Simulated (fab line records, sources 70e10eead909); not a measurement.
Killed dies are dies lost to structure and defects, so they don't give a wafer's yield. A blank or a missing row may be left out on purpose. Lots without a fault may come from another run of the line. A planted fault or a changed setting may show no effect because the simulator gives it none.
Which tool did it? | flow nand_harc | 12 lots, 36 wafers sampled, at 5 steps of a route of 1302

WHAT THE GAUGES READ, wafer by wafer
NHARC_END_SORT_01. Usual: defect_limited_yield 91.1 %, standard deviation 2.9; killed_at_array 55, standard deviation 20; killed_at_other 1.1, standard deviation 1.2; killed_at_periphery 3.8, standard deviation 2.8; killed_dies 60, standard deviation 19; killed_open 3.4, standard deviation 1.9; killed_short 2.2, standard deviation 1.5.
lot  | measured     | on        | defect_limited_yield (%) | killed_at_array | killed_at_other | killed_at_periphery | killed_dies | killed_open | killed_short | flag
L460 | day 24 23:59 | prober-02 | 89.4 89.4 87.7           | 68 69 78        | 1 0 1           | 3 3 4               | 72 72 83    | 0 4 4       | 6 1 5        |
L469 | day 28 14:54 | prober-02 | 90.8 91.3 91.4           | 58 52 46        | 1 1 2           | 3 6 10              | 62 59 58    | 3 1 6       | 4 3 4        |

WHICH TOOL RAN EACH LOT (tool, then ch and the chambers of the sampled wafers, then the start)
lot  | NHARC_A_M0_ANNEAL_30             | NHARC_A_M1_STRIP_18                | NHARC_A_M1_CMP_23             | NHARC_A_M1_DEP_33
L458 | rtp_anneal-02 ch 0, day 22 06:20 | rie_diel-02 ch 0,2,3, day 22 09:06 | cmp-03 ch 1,2,3, day 22 10:52 | pecvd-03 ch 0,1, day 22 11:27
L459 | rtp_anneal-02 ch 0, day 23 02:16 | rie_diel-02 ch 0,1, day 23 04:59   | cmp-02 ch 2,3, day 23 06:42   | pecvd-02 ch 0,1, day 23 07:24
L460 | rtp_anneal-02 ch 0, day 23 08:38 | rie_diel-07 ch 1,2, day 23 11:25   | cmp-04 ch 0,1,3, day 23 13:14 | pecvd-04 ch 0,1,2, day 23 13:48
L463 | rtp_anneal-01 ch 0, day 24 20:19 | rie_diel-13 ch 1,2,3, day 24 23:11 | cmp-02 ch 0,2,3, day 25 00:56 | pecvd-02 ch 0,1,2, day 25 01:34
L469 | rtp_anneal-01 ch 0, day 27 00:25 | rie_diel-13 ch 0,1,3, day 27 03:13 | cmp-04 ch 0,1,2, day 27 05:04 | pecvd-04 ch 0,1,2, day 27 05:41
L468 | rtp_anneal-01 ch 0, day 27 18:25 | rie_diel-02 ch 0,2,3, day 27 21:11 | cmp-02 ch 0,3, day 27 22:50   | pecvd-02 ch 1,2, day 27 23:31
L470 | rtp_anneal-01 ch 0, day 28 04:15 | rie_diel-02 ch 0,1,3, day 28 07:09 | cmp-02 ch 0,2,3, day 28 08:55 | pecvd-04 ch 0,1, day 28 09:29
L471 | rtp_anneal-02 ch 0, day 28 19:59 | rie_diel-02 ch 0,1,2, day 28 22:47 | cmp-03 ch 0,1,2, day 29 00:34 | pecvd-04 ch 0,1, day 29 01:08
L473 | rtp_anneal-01 ch 0, day 28 20:58 | rie_diel-07 ch 1,2,3, day 28 23:49 | cmp-02 ch 0,1,2, day 29 01:35 | pecvd-02 ch 0,2, day 29 02:19
L474 | rtp_anneal-02 ch 0, day 28 23:18 | rie_diel-13 ch 1,2,3, day 29 02:05 | cmp-04 ch 1,2, day 29 03:50   | pecvd-04 ch 0,1,2, day 29 04:28
L472 | rtp_anneal-02 ch 0, day 29 04:40 | rie_diel-02 ch 0,1, day 29 07:09   | cmp-03 ch 0,3, day 29 08:53   | pecvd-03 ch 0,1,2, day 29 09:37
L481 | rtp_anneal-02 ch 0, day 31 20:40 | rie_diel-02 ch 1,2, day 31 23:50   | cmp-02 ch 0,1,3, day 32 01:39 | pecvd-04 ch 0,2, day 32 02:15
- NHARC_A_M0_ANNEAL_30: time 90 s.
- NHARC_A_M1_STRIP_18: strips in N2/H2.
- NHARC_A_M1_CMP_23: polishes, t overpolish 20 s, target thk 154.34 nm.
- NHARC_A_M1_DEP_33: deposits SiCN, target thk 30 nm.

WHAT THE TOOLS THEMSELVES READ (means of the sampled wafers that have a number; where no wafer has one, the mark that the record gives instead)
NHARC_A_M0_ANNEAL_30. Usual: wafer_temp_C_max 226.05, standard deviation 0.29.
lot  | tool          | wafer_temp_C_max | flag
L458 | rtp_anneal-02 | 226.07           |
L459 | rtp_anneal-02 | 225.86           |
L460 | rtp_anneal-02 | 225.90           |
L463 | rtp_anneal-01 | 226.32           |
L469 | rtp_anneal-01 | 226.38           |
L468 | rtp_anneal-01 | 226.26           |
L470 | rtp_anneal-01 | 226.18           |
L471 | rtp_anneal-02 | 226.27           |
L473 | rtp_anneal-01 | 226.30           |
L474 | rtp_anneal-02 | 225.80           |
L472 | rtp_anneal-02 | 226.14           |
L481 | rtp_anneal-02 | 225.92           |

NHARC_A_M1_STRIP_18. Usual: drypump_motor_current_A 5.8 A, standard deviation 0.39; h2_flow_sccm 150.0 sccm, standard deviation 0.46; n2_flow_sccm 150.0 sccm, standard deviation 0.48; oes_product_au 1.002 a.u., standard deviation 0.013; power_w 1000.2 W, standard deviation 2.9; rf_vpp_V 90.5 V, standard deviation 0.94; showerhead_plenum_p_Torr 2.02 Torr, standard deviation 0.082; throttle_valve_pct 14.172 %, standard deviation 0.0093.
lot  | tool        | drypump_motor_current_A (A) | h2_flow_sccm (sccm) | n2_flow_sccm (sccm) | oes_product_au (a.u.) | power_w (W) | rf_vpp_V (V) | showerhead_plenum_p_Torr (Torr) | throttle_valve_pct (%) | flag
L458 | rie_diel-02 | 5.5                         | 150.0               | 149.9               | 1.009                 | 1002.7      | 90.4         | 2.05                            | 14.175                 |
L459 | rie_diel-02 | 5.7                         | 150.2               | 150.4               | 0.996                 | 999.8       | 90.2         | 2.05                            | 14.166                 |
L460 | rie_diel-07 | 5.5                         | 150.1               | 149.7               | 0.998                 | 998.4       | 90.4         | 2.08                            | 14.171                 |
L463 | rie_diel-13 | 6.1                         | 150.3               | 149.7               | 1.015                 | 1001.0      | 90.4         | 2.01                            | 14.178                 |
L469 | rie_diel-13 | 6.0                         | 150.0               | 150.3               | 1.016                 | 996.1       | 91.4         | 2.05                            | 14.174                 |
L468 | rie_diel-02 | 5.5                         | 150.1               | 149.6               | 0.987                 | 1000.6      | 89.6         | 2.05                            | 14.159                 |
L470 | rie_diel-02 | 5.7                         | 149.9               | 149.5               | 0.995                 | 1001.5      | 90.5         | 2.03                            | 14.175                 |
L471 | rie_diel-02 | 5.7                         | 150.0               | 149.8               | 0.990                 | 999.5       | 90.3         | 2.00                            | 14.175                 |
L473 | rie_diel-07 | 5.7                         | 150.1               | 150.6               | 0.996                 | 997.8       | 90.0         | 2.04                            | 14.173                 |
L474 | rie_diel-13 | 6.1                         | 150.1               | 149.9               | 1.014                 | 1000.4      | 90.9         | 2.01                            | 14.171                 |
L472 | rie_diel-02 | 5.7                         | 150.5               | 149.8               | 0.994                 | 1002.1      | 91.1         | 2.05                            | 14.174                 |
L481 | rie_diel-02 | 5.9                         | 149.6               | 149.7               | 0.988                 | 1004.4      | 90.1         | 1.92                            | 14.162                 |

NHARC_A_M1_CMP_23. Usual: motor_current_A 12.1 A, standard deviation 1.1; time_to_endpoint_s 29.0 s, standard deviation 2.9.
lot  | tool   | motor_current_A (A) | time_to_endpoint_s (s) | flag
L458 | cmp-03 | 11.6                | 29.7                   |
L459 | cmp-02 | 12.1                | 26.6                   |
L460 | cmp-04 | 13.0                | 32.0                   |
L463 | cmp-02 | 12.2                | 29.9                   |
L469 | cmp-04 | 11.9                | 27.9                   |
L468 | cmp-02 | 12.5                | 33.6                   |
L470 | cmp-02 | 12.3                | 29.9                   |
L471 | cmp-03 | 11.6                | 29.8                   |
L473 | cmp-02 | 11.4                | 30.4                   |
L474 | cmp-04 | 11.5                | 27.5                   |
L472 | cmp-03 | 12.6                | 27.9                   |
L481 | cmp-02 | 12.7                | 26.4                   |

NHARC_A_M1_DEP_33. Usual: heater_power_w 578 W, standard deviation 99; rf_fwd_power_W 449.1 W, standard deviation 1.4; susceptor_temp_C 369.98 C, standard deviation 0.2.
lot  | tool     | heater_power_w (W) | rf_fwd_power_W (W) | susceptor_temp_C (C) | flag
L458 | pecvd-03 | 564                | 447.8              | 370.01               |
L459 | pecvd-02 | 621                | 448.7              | 369.86               |
L460 | pecvd-04 | 591                | 447.9              | 370.03               |
L463 | pecvd-02 | 577                | 448.6              | 369.89               |
L469 | pecvd-04 | 575                | 448.3              | 370.11               |
L468 | pecvd-02 | 616                | 449.4              | 369.77               |
L470 | pecvd-04 | 574                | 449.5              | 369.88               |
L471 | pecvd-04 | 556                | 375.9              | 370.17               | OFF
L473 | pecvd-02 | 500                | 448.6              | 370.15               |
L474 | pecvd-04 | 544                | 376.9              | 370.00               | OFF
L472 | pecvd-03 | 626                | 448.6              | 369.86               |
L481 | pecvd-04 | 590                | 448.8              | 370.00               |

THE ANSWER, worked out from the rows above alone
Rule: a lot is off if the mean of its wafers that have a number lies more than 3 standard deviations from the usual mean. A lot without any number at a reading at which 4 lots or more have one is off too. The other lots that the step has rows for count as sound. The gauges are gone through in route order, then the tools' own readings, and for those a lot's mean is taken as printed above. The first step at which some lot is off is used, and at that step the reading that is off furthest; a lot without a number counts as furthest.
Off: L471, L474, at NHARC_A_M1_DEP_33 (rf_fwd_power_W).
A tool fits if, at that step or a process step before it, it ran every lot that is off, and no sound lot after the first of them. None of those tried fits.

WHAT THE SIMULATOR HAD PUT IN
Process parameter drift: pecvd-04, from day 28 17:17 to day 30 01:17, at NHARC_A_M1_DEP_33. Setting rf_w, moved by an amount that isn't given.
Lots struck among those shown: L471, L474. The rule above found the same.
